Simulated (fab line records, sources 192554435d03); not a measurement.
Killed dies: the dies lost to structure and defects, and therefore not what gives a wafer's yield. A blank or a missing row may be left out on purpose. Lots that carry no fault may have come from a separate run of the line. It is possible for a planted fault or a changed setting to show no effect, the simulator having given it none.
fab line records    flow n5Finfet
record lots=9  wafers=27  lastDay=19
route steps=1938 shown PMOS_HMC_CHANNEL_EPI@78 FIN_SAQP@96 BEOL_M4@1111 PASSIVATION@1936
lots that met no fault: from a run of the same line without faults
startH: the number of hours between the record's first day and the start of the first shown wafer of the lot    waitH: how many hours have passed since the lot's step before this one    " identical to the entry in the row above    L1.1+2: one row covering several wafers at once    - value missing, or start not given    * or withheld: withheld    < > ~ a bound
route shown NAME@n: NAME is a module with steps in the file, n the number in the route of the first one    usual: mean and standard deviation over wafers with no fault    same: alike in all rows    chamber/n: place in a boat    sites: readings site by site    _std_site: standard deviation of those values    _edge_site: mean of outer sites minus mean of inner sites    radiusMm: how far each site lies from the wafer's centre    mask NAME#n: copy n    behind: tool/chamber where the wafer was last shaped    hold: cause of the lot's hold/its duration in hours/its outcome    device: the transistor (n, p or np) that didn't switch    end of line: the tests these same wafers got at the end of their route    where a step has no rows: the recipe by itself    killed: count of dies lost to structure and defects at first sort (not the wafer's yield)    map: shows each die of a wafer: x if killed, . if not, _ if none is there
set.NAME: the run value of the setting; set.NAME@STEP: its run value at that earlier step    model.NAME: the simulator's own value behind a step, which no gauge read
steps of the route over a sample of lots; a table a step, a row a wafer
services: a tool's chamber out of use, with start hour (startH, from the record's first day; less than 0 if before it), hours out, and reason
## steps
# step N5_PMOS_HMC_CHANNEL_EPI_EPI_20
# recipe material=SiGe30  maskMaterial=SiO2  pressureTorr=20  targetThkA=590  tempC=600
# usual chamberPressureTorr=20.00/0.042  lampInnerPct=11.9/1.5
lot.wafer  tool         chamber  startH  waitH  chamberPressureTorr  lampInnerPct
L202.2     epiRpcvd-02  0        18.33   0.2    20.02                12.9
L202.4     "            0        "       "      19.93                12.7
L202.6     "            0        "       "      20.00                12.8
L203.2     epiRpcvd-02  0        24.91   0.2    20.05                12.6
L203.4     "            0        "       "      20.05                12.7
L203.5     "            0        "       "      19.99                13.0
L204.3     epiRpcvd-04  0        31.81   0.4    20.05                12.8
L204.4     "            0        "       "      20.09                12.9
L204.5     "            0        "       "      20.03                13.0
L207.1     epiRpcvd-01  0        48.20   0.0    20.07                9.5
L207.2     "            0        "       "      20.06                9.5
L207.3     "            0        "       "      20.03                9.5
L210.3     epiRpcvd-04  0        66.06   0.4    19.93                13.1
L210.5     "            0        "       "      20.04                13.0
L210.6     "            0        "       "      20.03                12.8
L216.1     epiRpcvd-04  0        102.00  0.0    13.84                12.9
L216.3     "            0        "       "      13.85                12.8
L216.6     "            0        "       "      13.91                12.9
L217.2     epiRpcvd-04  0        108.11  0.2    13.96                12.9
L217.3     "            0        "       "      13.95                12.9
L217.5     "            0        "       "      13.93                12.9
L220.3     epiRpcvd-02  0        126.98  0.7    19.94                12.8
L220.4     "            0        "       "      20.02                12.9
L220.5     "            0        "       "      19.97                12.7
L224.1     epiRpcvd-02  0        150.43  0.0    19.97                12.7
L224.2     "            0        "       "      19.98                12.8
L224.4     "            0        "       "      19.99                13.0
# step N5_FIN_SAQP_HM_DEP_03
# recipe material=SiNx  targetThkA=380  tempC=400  precursor=SiH4/NH3/N2  pressureTorr=1.5  rfW=300  timeS=33.6
# usual heaterPowerOuterW=495/55  heaterPowerW=825/100  showerheadPlenumPTorr=5.11/0.063  throttleValvePct=40.3/2.4
lot.wafer  tool      chamber  startH  waitH  heaterPowerOuterW  heaterPowerW  showerheadPlenumPTorr  throttleValvePct
L202.2     pecvd-02  1        21.26   0.3    398                680           5.10                   40.6
L202.4     "         1        "       "      396                655           5.10                   40.3
L202.6     "         2        "       "      444                761           5.07                   35.8
L203.2     pecvd-02  1        27.62   0.2    442                708           5.10                   40.3
L203.4     "         0        "       "      469                861           5.24                   42.6
L203.5     "         2        "       "      453                767           5.06                   35.8
L204.3     pecvd-01  1        34.25   0.1    483                754           5.10                   40.9
L204.4     "         2        "       "      502                832           5.19                   37.0
L204.5     "         0        "       "      575                948           5.06                   41.5
L207.1     pecvd-02  0        51.63   0.2    460                880           5.24                   42.7
L207.2     "         2        "       "      491                795           5.06                   36.0
L207.3     "         1        "       "      423                721           5.10                   40.0
L210.3     pecvd-04  2        68.57   0.2    536                947           5.03                   39.3
L210.5     "         2        "       "      530                959           5.03                   39.4
L210.6     "         1        "       "      498                753           5.10                   44.5
L216.1     pecvd-04  0        104.75  0.2    477                775           5.12                   40.0
L216.3     "         2        "       "      646                1100          5.03                   39.7
L216.6     "         2        "       "      658                1119          5.03                   39.6
L217.2     pecvd-04  2        111.29  0.2    611                1089          5.04                   39.5
L217.3     "         1        "       "      490                712           5.11                   44.9
L217.5     "         2        "       "      618                1038          5.02                   39.8
L220.3     pecvd-02  2        130.10  0.1    423                730           5.09                   36.4
L220.4     "         0        "       "      438                830           5.25                   42.7
L220.5     "         2        "       "      429                739           5.08                   36.5
L224.1     pecvd-04  2        153.72  0.2    558                993           5.02                   39.8
L224.2     "         0        "       "      421                716           5.12                   40.0
L224.4     "         2        "       "      557                1020          5.03                   40.0
# step N5_FIN_SAQP_CD_MEAS_16
# recipe targetCdNm=35.6  landingEnergyEv=500  detector=seInlens
# usual cdNm=35.8/0.31
lot.wafer  tool      chamber  startH  waitH  cdNm
L202.2     cdSem-03  0        22.04   -      36.4
L202.4     "         0        "       "      35.8
L202.6     "         0        "       "      35.9
L203.2     cdSem-03  0        28.27   -      36.0
L203.4     "         0        "       "      35.7
L203.5     "         0        "       "      35.7
L204.3     cdSem-03  0        34.91   -      35.5
L204.4     "         0        "       "      35.2
L204.5     "         0        "       "      36.0
L207.1     cdSem-01  0        52.41   -      35.4
L207.2     "         0        "       "      36.2
L207.3     "         0        "       "      35.6
L210.3     cdSem-01  0        69.23   -      35.5
L210.5     "         0        "       "      35.7
L210.6     "         0        "       "      35.7
L216.1     cdSem-02  0        105.55  -      34.8
L216.3     "         0        "       "      35.6
L216.6     "         0        "       "      35.6
L217.2     cdSem-02  0        112.07  -      35.9
L217.3     "         0        "       "      36.1
L217.5     "         0        "       "      35.4
L220.3     cdSem-03  0        130.88  -      36.0
L220.4     "         0        "       "      35.8
L220.5     "         0        "       "      35.7
L224.1     cdSem-01  0        154.50  -      35.8
L224.2     "         0        "       "      36.1
L224.4     "         0        "       "      35.8
# step N5_FIN_SAQP_ETCH_51
# recipe chemistry=CF4  target=SiARC  targetDepthA=455  maskMaterial=CAR-ArF  timeS=75.8  ionEnergyEv=80  pressureMtorr=40  sourceW=545  biasW=36  Ar_flow_sccm=100  cf4FlowSccm=100  ends=cleared
# usual biasW=36.00/0.1  drypumpMotorCurrentA=5.6/0.38  etchRfOnTimeS=76.2/1.7  oesProductAu=0.67/0.077  rfVppV=184.4/1.2  showerheadPlenumPTorr=2.18/0.066  throttleValvePct=15.51/0.23
lot.wafer  tool        chamber  startH  waitH  biasW  drypumpMotorCurrentA  etchRfOnTimeS  oesProductAu  rfHoursCounterH  rfVppV  showerheadPlenumPTorr  throttleValvePct
L202.2     rieDiel-01  2        22.44   0.0    36.02  5.9                   77.1           0.78          8                185.0   2.26                   15.13
L202.4     "           1        "       "      35.95  5.3                   77.0           0.65          -                186.3   2.24                   15.72
L202.6     "           0        "       "      36.08  5.9                   78.6           0.58          -                183.0   2.04                   15.48
L203.2     rieDiel-06  1        28.40   0.0    36.08  5.6                   76.2           0.77          25               184.1   2.17                   15.53
L203.4     "           3        "       "      35.94  4.9                   77.0           0.64          156              183.3   2.07                   15.58
L203.5     "           1        "       "      35.86  5.6                   75.3           0.77          -                183.6   2.17                   15.52
L204.3     rieDiel-01  2        35.08   0.0    35.94  5.9                   76.8           0.77          14               185.5   2.25                   15.13
L204.4     "           1        "       "      36.06  5.3                   76.2           0.65          -                184.9   2.24                   15.75
L204.5     "           2        "       "      35.81  5.9                   76.1           0.78          -                185.2   2.25                   15.14
L207.1     rieDiel-01  3        52.54   0.0    36.15  5.3                   73.4           0.83          4                186.2   2.20                   15.26
L207.2     "           0        "       "      35.70  5.9                   79.1           0.58          237              182.3   2.03                   15.49
L207.3     "           1        "       "      36.16  5.3                   76.0           0.64          168              183.5   2.23                   15.75
L210.3     rieDiel-06  3        69.81   0.0    35.96  4.9                   77.7           0.62          170              182.8   2.06                   15.59
L210.5     "           0        "       "      36.00  5.2                   78.1           0.60          -                185.5   2.20                   15.43
L210.6     "           3        "       "      36.11  4.9                   77.2           0.62          -                183.1   2.06                   15.61
L216.1     rieDiel-06  2        106.00  0.0    36.06  5.6                   74.9           0.60          222              185.1   2.20                   15.47
L216.3     "           1        "       "      35.98  5.6                   75.1           0.74          50               183.8   2.16                   15.57
L216.6     "           3        "       "      35.98  5.0                   76.6           0.62          -                182.0   2.06                   15.61
L217.2     rieDiel-04  2        112.20  0.0    36.04  5.9                   77.1           0.63          176              183.2   2.13                   15.65
L217.3     "           3        "       "      36.08  5.5                   78.9           0.57          242              184.9   2.20                   15.64
L217.5     "           2        "       "      36.11  5.9                   77.5           0.63          -                183.1   2.13                   15.63
L220.3     rieDiel-04  1        131.01  0.0    35.93  6.2                   74.8           0.64          180              184.8   2.22                   15.98
L220.4     "           2        "       "      36.16  5.9                   77.0           0.62          -                183.4   2.13                   15.65
L220.5     "           0        "       "      35.79  6.1                   74.8           0.84          -                185.3   2.19                   15.07
L224.1     rieDiel-01  0        154.63  0.0    35.96  5.9                   77.2           0.78          10               185.7   2.28                   15.07
L224.2     "           3        "       "      36.08  5.2                   73.1           0.76          37               183.8   2.19                   15.33
L224.4     "           1        "       "      35.99  5.3                   76.9           0.62          195              184.4   2.22                   15.81
# step N5_BEOL_M4_RC_MEAS_101
# usual DIBL_N=36.0/1.9  DIBL_P=35.6/2.2  IOFF_N=0.15/0.031  IOFF_P=0.19/0.032  IOFF_P_LONG=0.000101/6.8e-06  ION_N=668/11  ION_P=455/7.2  SS_N=71.5/0.65  SS_P=73.4/0.64  VT_N=251/3.6  VT_P=-253/3.3  VT_P_LONG=-277.3/2.5
lot.wafer  tool       chamber  startH  waitH  DIBL_N[mV/V]  DIBL_P[mV/V]  IOFF_N[nA/um]  IOFF_P[nA/um]  IOFF_P_LONG[nA/um]  ION_N[uA/um]  ION_P[uA/um]  SS_N[mV/dec]  SS_P[mV/dec]  VT_N[mV]  VT_P[mV]  VT_P_LONG[mV]
L202.2     prober-01  0        190.18  0.2    36.4          35.6          0.15           0.21           0.000112            671           461           70.7          73.6          249       -249      -274.6
L202.4     "          0        "       "      35.7          34.2          0.14           0.19           0.000107            664           460           70.1          73.3          251       -251      -274.5
L202.6     "          0        "       "      37.5          36.3          0.17           0.22           0.000105            675           457           71.0          73.7          250       -250      -274.7
L203.2     prober-02  0        193.89  0.2    35.0          34.2          0.11           0.14           9e-05               661           445           72.1          72.7          258       -259      -279.9
L203.4     "          0        "       "      35.1          34.4          0.12           0.14           9.2e-05             658           444           71.0          72.9          254       -256      -279.9
L203.5     "          0        "       "      36.2          36.1          0.13           0.16           9e-05               669           453           71.8          73.5          252       -258      -279.1
L204.3     prober-01  0        198.86  0.3    34.8          34.5          0.13           0.17           0.000103            647           445           71.1          72.7          252       -253      -273.9
L204.4     "          0        "       "      36.2          35.2          0.15           0.17           0.000101            663           453           70.9          72.5          254       -253      -272.6
L204.5     "          0        "       "      36.5          35.6          0.15           0.17           9.9e-05             655           441           71.8          73.5          251       -254      -278.6
L207.1     prober-02  0        241.66  0.0    33.2          32.0          0.11           0.14           9.6e-05             649           441           72.3          71.9          260       -256      -276.7
L207.2     "          0        "       "      38.8          39.7          0.21           0.25           9.4e-05             672           453           73.0          73.9          246       -249      -277.5
L207.3     "          0        "       "      34.7          34.8          0.13           0.18           0.000101            658           454           71.3          73.4          255       -252      -276.5
L210.3     prober-02  0        248.01  0.3    34.0          33.2          0.12           0.19           0.000111            650           452           71.2          72.7          255       -251      -277.3
L210.5     "          0        "       "      34.2          32.6          0.12           0.17           0.000105            660           453           71.1          72.7          257       -255      -275.6
L210.6     "          0        "       "      32.9          32.8          0.11           0.17           0.000103            665           458           71.4          72.7          254       -254      -274.1
L216.1     prober-02  0        297.91  0.0    38.4          39.3          0.19           0.18           8.4e-05             677           433           70.7          74.6          246       -253      -287.8
L216.3     "          0        "       "      37.1          38.6          0.15           0.18           8.2e-05             670           424           71.2          73.6          252       -258      -288.9
L216.6     "          0        "       "      35.3          35.0          0.12           0.13           8.6e-05             670           434           70.6          73.0          252       -262      -286.7
L217.2     prober-01  0        305.76  0.2    36.3          41.5          0.16           0.23           7.8e-05             666           417           71.4          75.5          248       -260      -288.3
L217.3     "          0        "       "      35.7          37.8          0.16           0.15           7.7e-05             666           411           72.0          74.0          249       -266      -292.0
L217.5     "          0        "       "      36.9          39.2          0.18           0.17           8.2e-05             668           428           72.0          74.2          251       -263      -286.9
L220.3     prober-02  0        313.97  0.3    39.8          39.7          0.22           0.24           0.000102            700           467           71.8          74.1          248       -250      -276.8
L220.4     "          0        "       "      38.8          38.4          0.18           0.24           9.6e-05             674           462           72.7          74.6          248       -252      -280.8
L220.5     "          0        "       "      38.1          37.0          0.17           0.20           9.7e-05             671           458           71.4          73.9          250       -253      -275.8
L224.1     prober-02  0        333.71  0.0    33.1          33.5          0.11           0.13           8.7e-05             662           444           70.6          72.9          259       -262      -284.6
L224.2     "          0        "       "      34.7          35.8          0.13           0.16           8.5e-05             666           443           71.6          73.6          255       -262      -284.0
L224.4     "          0        "       "      34.6          37.0          0.14           0.17           9e-05               665           449           71.9          74.3          252       -259      -283.9
# step N5_PASSIVATION_PROBE_49
# usual defectLimitedYield=91.3/1.4  killed_at_M0_to_M3=34/10  killed_at_M4_up=14/5.5  killedAtContacts=12/6  killedAtFrontEnd=40/10  killedAtOther=3.0/2.4  killedDies=103/17  killedOnRim=13/4.3  killedOpen=68/13  killedShort=34/7.8  sort_bin_5_function=5.1/0.97  sort_bin_6_memory=3.3/0.66  sort_bin_8_speed=0.02/0.12  sortNPass=1077/17  sortYieldPct=91.2/1.4
# same grossDies=1180  killedAtBackSide=0  sort_bin_4_leakage[%]=0
lot.wafer  tool       chamber  startH  waitH  defectLimitedYield[%]  killed_at_M0_to_M3  killed_at_M4_up  killedAtContacts  killedAtFrontEnd  killedAtOther  killedDies  killedOnRim  killedOpen  killedShort  sort_bin_5_function[%]  sort_bin_6_memory[%]  sort_bin_8_speed[%]  sortNPass  sortYieldPct[%]
L203.2     prober-02  -        294.87  0.1    92.0                   26                  7                14                44                3              94          15           67          26           4.5                     3.3                   0                    1086       92.0
L203.4     prober-02  -        294.97  0.2    90.7                   49                  9                11                36                5              110         14           70          38           4.7                     4.2                   0                    1070       90.7
L203.5     prober-02  -        295.02  0.2    91.2                   46                  7                11                40                0              104         16           63          40           5.3                     3.3                   0                    1076       91.2
L216.1     prober-01  -        401.46  0.0    90.9                   30                  7                18                52                0              107         7            76          29           5.4                     3.4                   4.58                 1019       86.4
L216.3     prober-01  -        401.56  0.1    93.9                   25                  4                7                 33                3              72          12           42          26           3.2                     2.3                   63.73                356        30.2
L216.6     prober-01  -        401.71  0.3    90.7                   28                  19               17                45                1              110         13           73          37           4.7                     4.1                   12.03                928        78.6
L217.2     prober-01  -        416.65  0.1    90.6                   49                  11               10                38                3              111         16           66          38           5.1                     3.5                   88.31                27         2.3
L217.3     prober-01  -        416.70  0.1    92.5                   35                  13               12                25                3              88          15           63          25           4.3                     3.0                   92.20                4          0.3
L217.5     prober-01  -        416.80  0.2    91.0                   28                  19               8                 47                4              106         15           67          38           5.0                     3.8                   55.42                420        35.6
L220.3     prober-01  -        422.17  0.1    92.0                   29                  6                22                33                4              94          12           61          29           5.2                     2.6                   0                    1086       92.0
L220.4     prober-01  -        422.22  0.2    90.1                   33                  12               22                49                1              117         10           83          32           5.8                     3.8                   0                    1063       90.1
L220.5     prober-01  -        422.27  0.2    91.8                   33                  10               11                30                13             97          6            68          29           5.0                     3.1                   0                    1083       91.8
# killed by level:class
L203.2 FIN_SAQP:geometricParticle:open=12 BEOL_M0_SAQP:geometricParticle:open=11 STI_FIN_REVEAL:geometricParticle:open=10 MOL_CONTACT_COAG:geometricParticle:open=10 FIN_SAQP:geometricParticle:short=6 BEOL_M3:geometricParticle:open=6 MOL_CONTACT_COAG:geometricParticle:short=4 BEOL_M0_SAQP:geometricParticle:short=4
L203.4 BEOL_M0_SAQP:geometricParticle:open=14 BEOL_M0_SAQP:geometricParticle:short=13 FIN_SAQP:geometricParticle:open=8 MOL_CONTACT_COAG:geometricParticle:open=8 FIN_SAQP:geometricParticle:short=8 BEOL_M1:geometricParticle:open=6 BEOL_M2:geometricParticle:open=6 ILD0:geometricParticle:open=5
L203.5 BEOL_M3:geometricParticle:open=15 FIN_SAQP:geometricParticle:short=12 FIN_SAQP:geometricParticle:open=8 MOL_CONTACT_COAG:geometricParticle:open=8 BEOL_M0_SAQP:geometricParticle:open=8 BEOL_M1:geometricParticle:open=7 BEOL_M0_SAQP:geometricParticle:short=6 STI_FIN_REVEAL:geometricParticle:open=4
L216.1 FIN_SAQP:geometricParticle:open=19 MOL_CONTACT_COAG:geometricParticle:open=14 BEOL_M3:geometricParticle:open=10 ILD0:geometricParticle:short=6 BEOL_M0_SAQP:geometricParticle:open=6 STI_FIN_REVEAL:geometricParticle:open=5 BEOL_M1:geometricParticle:open=5 FIN_SAQP:geometricParticle:short=4
L216.3 FIN_SAQP:geometricParticle:open=7 MOL_CONTACT_COAG:geometricParticle:open=6 BEOL_M3:geometricParticle:short=6 BEOL_M2:geometricParticle:open=5 BEOL_M0_SAQP:geometricParticle:open=5 FIN_SAQP:geometricParticle:short=4 BEOL_M0_SAQP:geometricParticle:short=4 STARTING-WAFER:geometricParticle:short=4
L216.6 FIN_SAQP:geometricParticle:open=21 MOL_CONTACT_COAG:geometricParticle:open=11 BEOL_M4:geometricParticle:open=11 FIN_SAQP:geometricParticle:short=7 MOL_CONTACT_COAG:geometricParticle:short=6 BEOL_M0_SAQP:geometricParticle:short=6 BEOL_M3:geometricParticle:open=5 BEOL_M1:geometricParticle:short=4
L217.2 BEOL_M0_SAQP:geometricParticle:open=11 FIN_SAQP:geometricParticle:open=8 MOL_CONTACT_COAG:geometricParticle:open=8 BEOL_M3:geometricParticle:open=7 HKMG_FIN:areaEtch=7 STI_FIN_REVEAL:geometricParticle:open=6 BEOL_M0_SAQP:geometricParticle:short=6 BEOL_M2:geometricParticle:open=6
L217.3 MOL_CONTACT_COAG:geometricParticle:open=10 BEOL_M0_SAQP:geometricParticle:open=9 GATE_CUT:geometricParticle:short=6 BEOL_M1:geometricParticle:open=6 BEOL_M0_SAQP:geometricParticle:short=5 BEOL_M2:geometricParticle:open=5 BEOL_M3:geometricParticle:open=5 BEOL_M4:geometricParticle:open=5
L217.5 FIN_SAQP:geometricParticle:open=7 STI_FIN_REVEAL:geometricParticle:open=7 BEOL_M0_SAQP:geometricParticle:short=7 FIN_SAQP:geometricParticle:short=6 BEOL_M1:geometricParticle:short=6 ILD0:geometricParticle:open=5 MOL_CONTACT_COAG:geometricParticle:open=5 BEOL_M3:geometricParticle:open=5
L220.3 MOL_CONTACT_COAG:geometricParticle:open=19 FIN_SAQP:geometricParticle:short=9 BEOL_M0_SAQP:geometricParticle:short=7 BEOL_M3:geometricParticle:open=7 FIN_SAQP:geometricParticle:open=6 STI_FIN_REVEAL:geometricParticle:open=6 BEOL_M2:geometricParticle:open=6 DUMMY_GATE:geometricParticle:open=4
L220.4 BEOL_M3:geometricParticle:open=17 MOL_CONTACT_COAG:geometricParticle:open=14 DUMMY_GATE:geometricParticle:open=10 STI_FIN_REVEAL:geometricParticle:open=9 GATE_CUT:geometricParticle:short=8 BEOL_M4:geometricParticle:open=7 FIN_SAQP:geometricParticle:open=6 MOL_CONTACT_COAG:geometricParticle:short=6
L220.5 MOL_CONTACT_COAG:geometricParticle:open=10 BEOL_M3:geometricParticle:open=10 BEOL_M1:geometricParticle:open=9 BEOL_M4:geometricParticle:open=7 FIN_SAQP:geometricParticle:short=5 STI_FIN_REVEAL:geometricParticle:open=5 DUMMY_GATE:geometricParticle:open=4 ILD0:geometricParticle:open=4
## services
tool         chamber  startH  hours  kind
pecvd-04     0        -3.98   11.6   repair
rieDiel-01   3        14.08   -      clean
rieDiel-01   3        14.08   -      consumableReplace:focusRing
rieDiel-01   3        14.08   22.3   scheduledDown
rieDiel-01   3        14.08   22.3   ventCycle
epiRpcvd-01  -        19.57   18.9   pm
pecvd-01     -        29.76   2.8    pm
pecvd-02     0        54.66   5.5    scheduledDown
pecvd-04     0        66.56   5.5    scheduledDown
epiRpcvd-02  -        78.28   0.4    repair
pecvd-02     1        80.99   5.5    scheduledDown
pecvd-04     1        81.71   5.5    scheduledDown
rieDiel-01   1        88.33   1.7    repair
rieDiel-01   0        99.46   -      clean
rieDiel-01   0        99.46   -      consumableReplace:focusRing
rieDiel-01   0        99.46   -      consumableReplace:showerhead
rieDiel-01   0        99.46   25.6   scheduledDown
rieDiel-01   0        99.46   25.6   ventCycle
pecvd-04     1        103.45  2.1    scheduledDown
epiRpcvd-01  -        110.98  1.6    repair
rieDiel-01   1        111.49  9.7    repair
pecvd-02     1        127.44  2.1    scheduledDown
rieDiel-06   0        130.10  4.0    repair
epiRpcvd-01  -        141.79  1.5    repair
## key
firstSign step=N5_PMOS_HMC_CHANNEL_EPI_EPI_20  reading=chamberPressureTorr  direction=down  sigmas=99+  usual=20.00  struck=13.91
effect step=N5_BEOL_M4_RC_MEAS_101  reading=VT_P_LONG  direction=down  sigmas=4.4  usual=-277.3  struck=-288.4
effect step=N5_BEOL_M4_RC_MEAS_101  reading=ION_P  direction=down  sigmas=4.3  usual=455  struck=424
effect step=N5_BEOL_M4_RC_MEAS_101  reading=IOFF_P_LONG  direction=down  sigmas=2.9  usual=0.000101  struck=8.2e-05
effect step=N5_BEOL_M4_RC_MEAS_101  reading=VT_P  direction=down  sigmas=2.4  usual=-253  struck=-260
effect step=N5_PASSIVATION_PROBE_49  reading=sort_bin_8_speed  direction=up  sigmas=99+  usual=0.02  struck=52.71
metAt N5_PMOS_HMC_CHANNEL_EPI_EPI_20
struckLots L216,L217
notActingAt N5_FIN_SAQP_HM_DEP_03,N5_FIN_SAQP_CD_MEAS_16,N5_FIN_SAQP_ETCH_51
onsetBetween 66.06 102.00
fault kind=processParameterDrift  tool=epiRpcvd-04  chamber=-  onsetH=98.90  steps=N5_PMOS_HMC_CHANNEL_EPI_EPI_20  channel=pressureTorr  offset=-6.1001  shape=step  endH=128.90  actsIn=theseRecipesOnly  stated=20
